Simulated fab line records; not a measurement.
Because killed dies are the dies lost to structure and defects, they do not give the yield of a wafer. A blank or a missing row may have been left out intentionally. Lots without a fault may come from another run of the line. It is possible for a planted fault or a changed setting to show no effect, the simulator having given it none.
The tool behind it: which one? || flow nand harc || 24 lots with 72 wafers sampled at 3 steps, on a route of 1159 steps

== WHAT EACH GAUGE READ, for each wafer ==
NHARC_P_ZERO_WELL_CD_MEAS_37: the cd target is 720 nm.
{"lot": "L074", "measured": "day 1 16:07", "on": "cd sem-03", "cd nm (nm)": "721.3 721.6 721.4"}
{"lot": "L075", "measured": "day 1 21:51", "on": "cd sem-03", "cd nm (nm)": "722.2 722.3 721.7"}
{"lot": "L076", "measured": "day 2 04:08", "on": "cd sem-02", "cd nm (nm)": "720.6 720.0 722.0"}
{"lot": "L077", "measured": "day 2 10:16", "on": "cd sem-01", "cd nm (nm)": "720.8 717.1 719.5"}
{"lot": "L078", "measured": "day 2 16:14", "on": "cd sem-01", "cd nm (nm)": "715.8 717.8 717.7"}
{"lot": "L079", "measured": "day 2 22:10", "on": "cd sem-03", "cd nm (nm)": "720.0 719.2 718.8"}
{"lot": "L080", "measured": "day 3 04:09", "on": "cd sem-01", "cd nm (nm)": "719.7 720.5 720.6"}
{"lot": "L081", "measured": "day 3 10:05", "on": "cd sem-03", "cd nm (nm)": "718.5 722.7 720.6"}
{"lot": "L082", "measured": "day 3 16:00", "on": "cd sem-03", "cd nm (nm)": "721.5 719.6 718.7"}
{"lot": "L083", "measured": "day 3 22:25", "on": "cd sem-02", "cd nm (nm)": "718.9 722.2 717.3"}
{"lot": "L084", "measured": "day 4 04:13", "on": "cd sem-02", "cd nm (nm)": "720.4 718.4 719.3"}
{"lot": "L085", "measured": "day 4 10:01", "on": "cd sem-01", "cd nm (nm)": "717.4 719.8 718.6"}
{"lot": "L086", "measured": "day 4 16:06", "on": "cd sem-01", "cd nm (nm)": "721.1 718.4 720.3"}
{"lot": "L087", "measured": "day 4 21:51", "on": "cd sem-03", "cd nm (nm)": "718.1 719.8 718.8"}
{"lot": "L088", "measured": "day 5 04:02", "on": "cd sem-01", "cd nm (nm)": "722.7 721.0 722.4"}
{"lot": "L089", "measured": "day 5 10:16", "on": "cd sem-01", "cd nm (nm)": "720.9 722.3 721.1"}
{"lot": "L090", "measured": "day 5 16:08", "on": "cd sem-01", "cd nm (nm)": "718.4 721.4 720.7"}
{"lot": "L091", "measured": "day 5 22:18", "on": "cd sem-02", "cd nm (nm)": "721.4 719.8 719.3"}
{"lot": "L092", "measured": "day 6 04:13", "on": "cd sem-03", "cd nm (nm)": "722.0 721.8 720.1"}
{"lot": "L093", "measured": "day 6 10:06", "on": "cd sem-01", "cd nm (nm)": "719.9 720.6 718.7"}
{"lot": "L094", "measured": "day 6 16:14", "on": "cd sem-03", "cd nm (nm)": "719.9 719.4 718.0"}
{"lot": "L095", "measured": "day 6 22:15", "on": "cd sem-02", "cd nm (nm)": "718.6 721.8 719.2"}
{"lot": "L096", "measured": "day 7 04:13", "on": "cd sem-03", "cd nm (nm)": "721.6 719.7 719.5"}
{"lot": "L097", "measured": "day 7 09:52", "on": "cd sem-02", "cd nm (nm)": "718.6 719.3 719.7"}

NHARC_P_GATE_CD_MEAS_46: the cd target is 720 nm.
{"lot": "L074", "measured": "day 5 06:11", "on": "cd sem-03", "cd nm (nm)": "721.2 717.3 721.0"}
{"lot": "L075", "measured": "day 5 15:55", "on": "cd sem-03", "cd nm (nm)": "717.7 720.1 717.7"}
{"lot": "L076", "measured": "day 5 19:21", "on": "cd sem-03", "cd nm (nm)": "720.5 721.5 718.4"}
{"lot": "L077", "measured": "day 5 18:47", "on": "cd sem-02", "cd nm (nm)": "719.1 723.0 720.7"}
{"lot": "L078", "measured": "day 6 01:25", "on": "cd sem-03", "cd nm (nm)": "718.7 719.2 721.8"}
{"lot": "L079", "measured": "day 6 14:28", "on": "cd sem-02", "cd nm (nm)": "723.2 719.1 720.2"}
{"lot": "L080", "measured": "day 6 15:20", "on": "cd sem-01", "cd nm (nm)": "718.4 718.6 716.5"}
{"lot": "L081", "measured": "day 6 14:59", "on": "cd sem-01", "cd nm (nm)": "719.5 718.9 716.1"}
{"lot": "L082", "measured": "day 7 08:35", "on": "cd sem-03", "cd nm (nm)": "722.6 721.0 720.4"}
{"lot": "L083", "measured": "day 7 11:44", "on": "cd sem-02", "cd nm (nm)": "718.6 718.7 718.2"}
{"lot": "L084", "measured": "day 7 16:29", "on": "cd sem-02", "cd nm (nm)": "721.3 715.7 717.9"}
{"lot": "L085", "measured": "day 7 17:55", "on": "cd sem-01", "cd nm (nm)": "717.0 718.6 719.7"}
{"lot": "L086", "measured": "day 8 09:46", "on": "cd sem-02", "cd nm (nm)": "720.4 719.2 719.6"}
{"lot": "L087", "measured": "day 8 09:37", "on": "cd sem-03", "cd nm (nm)": "719.5 719.5 721.1"}
{"lot": "L088", "measured": "day 8 09:27", "on": "cd sem-03", "cd nm (nm)": "722.8 723.8 722.7"}
{"lot": "L089", "measured": "day 9 01:02", "on": "cd sem-01", "cd nm (nm)": "717.6 717.1 719.5"}
{"lot": "L090", "measured": "day 9 02:02", "on": "cd sem-01", "cd nm (nm)": "719.8 718.1 719.3"}
{"lot": "L091", "measured": "day 9 08:50", "on": "cd sem-01", "cd nm (nm)": "719.9 722.0 714.4"}
{"lot": "L092", "measured": "day 9 18:53", "on": "cd sem-02", "cd nm (nm)": "720.5 720.0 719.8"}
{"lot": "L093", "measured": "day 9 23:37", "on": "cd sem-03", "cd nm (nm)": "721.9 717.6 719.3"}
{"lot": "L094", "measured": "day 10 06:40", "on": "cd sem-03", "cd nm (nm)": "720.3 722.2 720.3"}
{"lot": "L095", "measured": "day 10 09:46", "on": "cd sem-01", "cd nm (nm)": "719.5 723.3 719.2"}
{"lot": "L096", "measured": "day 10 16:17", "on": "cd sem-01", "cd nm (nm)": "721.1 717.5 719.7"}
{"lot": "L097", "measured": "day 11 01:39", "on": "cd sem-03", "cd nm (nm)": "718.9 719.7 717.4"}

== EACH LOT AND THE TOOL THAT RAN IT (in order: tool; ch and the chambers of the sampled wafers; start) ==
{"lot": "L074", "NHARC_P_STI_ETCH_15": "rie si-04 ch 1,2,3, day 2 08:17"}
{"lot": "L075", "NHARC_P_STI_ETCH_15": "rie si-01 ch 0,1,2, day 2 17:34"}
{"lot": "L076", "NHARC_P_STI_ETCH_15": "rie si-04 ch 1,2, day 3 02:28"}
{"lot": "L077", "NHARC_P_STI_ETCH_15": "rie si-05 ch 0,1,3, day 3 02:27"}
{"lot": "L078", "NHARC_P_STI_ETCH_15": "rie si-01 ch 0,2,3, day 3 12:08"}
{"lot": "L079", "NHARC_P_STI_ETCH_15": "rie si-01 ch 2,3, day 3 17:42"}
{"lot": "L080", "NHARC_P_STI_ETCH_15": "rie si-05 ch 0,2,3, day 3 23:59"}
{"lot": "L081", "NHARC_P_STI_ETCH_15": "rie si-04 ch 0,2,3, day 4 06:40"}
{"lot": "L082", "NHARC_P_STI_ETCH_15": "rie si-04 ch 0,2,3, day 4 13:20"}
{"lot": "L083", "NHARC_P_STI_ETCH_15": "rie si-04 ch 0,1,3, day 4 17:59"}
{"lot": "L084", "NHARC_P_STI_ETCH_15": "rie si-05 ch 1,2,3, day 5 01:56"}
{"lot": "L085", "NHARC_P_STI_ETCH_15": "rie si-01 ch 0,1,3, day 5 01:59"}
{"lot": "L086", "NHARC_P_STI_ETCH_15": "rie si-05 ch 0,2,3, day 5 11:41"}
{"lot": "L087", "NHARC_P_STI_ETCH_15": "rie si-04 ch 1,2, day 5 18:31"}
{"lot": "L088", "NHARC_P_STI_ETCH_15": "rie si-04 ch 0,3, day 5 23:44"}
{"lot": "L089", "NHARC_P_STI_ETCH_15": "rie si-04 ch 0,2,3, day 6 09:16"}
{"lot": "L090", "NHARC_P_STI_ETCH_15": "rie si-05 ch 0,1, day 6 09:11"}
{"lot": "L091", "NHARC_P_STI_ETCH_15": "rie si-01 ch 0,1,3, day 6 18:19"}
{"lot": "L092", "NHARC_P_STI_ETCH_15": "rie si-05 ch 0,1,3, day 7 00:25"}
{"lot": "L093", "NHARC_P_STI_ETCH_15": "rie si-01 ch 1,2,3, day 7 05:24"}
{"lot": "L094", "NHARC_P_STI_ETCH_15": "rie si-04 ch 0,1,2, day 7 11:36"}
{"lot": "L095", "NHARC_P_STI_ETCH_15": "rie si-05 ch 0,1,3, day 7 17:44"}
{"lot": "L096", "NHARC_P_STI_ETCH_15": "rie si-05 ch 1,3, day 8 00:16"}
{"lot": "L097", "NHARC_P_STI_ETCH_15": "rie si-05 ch 1,2,3, day 8 07:02"}
- NHARC_P_STI_ETCH_15: etches the open film in HBr/Cl2, target depth 300 nm, time 100.1 s.

== AS READ BY THE TOOLS THEMSELVES (means over the sampled wafers that have a number; for cases with no such wafer, the mark the record gives instead) ==
NHARC_P_STI_ETCH_15.
{"lot": "L074", "tool": "rie si-04", "drypump motor current A (A)": 5.9, "oes product au (a.u.)": 0.997, "throttle valve pct (%)": 26.411}
{"lot": "L075", "tool": "rie si-01", "drypump motor current A (A)": 5.4, "oes product au (a.u.)": 0.992, "throttle valve pct (%)": 26.406}
{"lot": "L076", "tool": "rie si-04", "drypump motor current A (A)": 5.8, "oes product au (a.u.)": 0.987, "throttle valve pct (%)": 26.415}
{"lot": "L077", "tool": "rie si-05", "drypump motor current A (A)": 5.5, "oes product au (a.u.)": 0.996, "throttle valve pct (%)": 26.406}
{"lot": "L078", "tool": "rie si-01", "drypump motor current A (A)": 5.7, "oes product au (a.u.)": 0.994, "throttle valve pct (%)": 26.404}
{"lot": "L079", "tool": "rie si-01", "drypump motor current A (A)": 5.8, "oes product au (a.u.)": 1.002, "throttle valve pct (%)": 26.411}
{"lot": "L080", "tool": "rie si-05", "drypump motor current A (A)": 5.7, "oes product au (a.u.)": 1.004, "throttle valve pct (%)": 26.404}
{"lot": "L081", "tool": "rie si-04", "drypump motor current A (A)": 6.2, "oes product au (a.u.)": 0.992, "throttle valve pct (%)": 26.408}
{"lot": "L082", "tool": "rie si-04", "drypump motor current A (A)": 6.1, "oes product au (a.u.)": 1.004, "throttle valve pct (%)": 26.405}
{"lot": "L083", "tool": "rie si-04", "drypump motor current A (A)": 6.1, "oes product au (a.u.)": 1.007, "throttle valve pct (%)": 26.403}
{"lot": "L084", "tool": "rie si-05", "drypump motor current A (A)": 5.4, "oes product au (a.u.)": 0.996, "throttle valve pct (%)": 26.410}
{"lot": "L085", "tool": "rie si-01", "drypump motor current A (A)": 5.7, "oes product au (a.u.)": 0.990, "throttle valve pct (%)": 26.405}
{"lot": "L086", "tool": "rie si-05", "drypump motor current A (A)": 5.7, "oes product au (a.u.)": 1.001, "throttle valve pct (%)": 26.398}
{"lot": "L087", "tool": "rie si-04", "drypump motor current A (A)": 5.8, "oes product au (a.u.)": 0.997, "throttle valve pct (%)": 26.409}
{"lot": "L088", "tool": "rie si-04", "drypump motor current A (A)": 6.3, "oes product au (a.u.)": 0.999, "throttle valve pct (%)": 26.405}
{"lot": "L089", "tool": "rie si-04", "drypump motor current A (A)": 6.2, "oes product au (a.u.)": 1.011, "throttle valve pct (%)": 26.398}
{"lot": "L090", "tool": "rie si-05", "drypump motor current A (A)": 5.3, "oes product au (a.u.)": 1.001, "throttle valve pct (%)": 26.395}
{"lot": "L091", "tool": "rie si-01", "drypump motor current A (A)": 5.7, "oes product au (a.u.)": 0.992, "throttle valve pct (%)": 26.412}
{"lot": "L092", "tool": "rie si-05", "drypump motor current A (A)": 5.5, "oes product au (a.u.)": 0.999, "throttle valve pct (%)": 26.402}
{"lot": "L093", "tool": "rie si-01", "drypump motor current A (A)": 5.8, "oes product au (a.u.)": 0.997, "throttle valve pct (%)": 26.401}
{"lot": "L094", "tool": "rie si-04", "drypump motor current A (A)": 5.9, "oes product au (a.u.)": 0.992, "throttle valve pct (%)": 26.404}
{"lot": "L095", "tool": "rie si-05", "drypump motor current A (A)": 5.5, "oes product au (a.u.)": 1.002, "throttle valve pct (%)": 26.407}
{"lot": "L096", "tool": "rie si-05", "drypump motor current A (A)": 5.2, "oes product au (a.u.)": 0.997, "throttle valve pct (%)": 26.403}
{"lot": "L097", "tool": "rie si-05", "drypump motor current A (A)": 5.4, "oes product au (a.u.)": 1.000, "throttle valve pct (%)": 26.408}

== THE ANSWER, worked out from the rows above alone ==
Rule: the usual values come from the lots themselves. The widest of any qualifying gaps counts: lots, ordered by their means at a reading, are off when they make up no more than a third of the lots, leave a main group of 4 or more, and stand apart from it by 3 or more times the standard deviation of that group's means. The tables above print the reading to a certain number of digits; a main group whose means all agree to those digits is not used. A lot without any number at a reading at which 4 lots or more have one is off too. Where the step has rows for the other lots, those lots are counted as sound. After the gauges, taken in route order, come the tools' own readings; for these a lot's mean is taken, as printed above. At the first step where some lot is off, the reading lying furthest off is the one used; lots without a number count as furthest.
No lot is off on any of the readings shown, so nothing can be concluded from this.

== WHAT THE SIMULATOR HAD INSERTED ==
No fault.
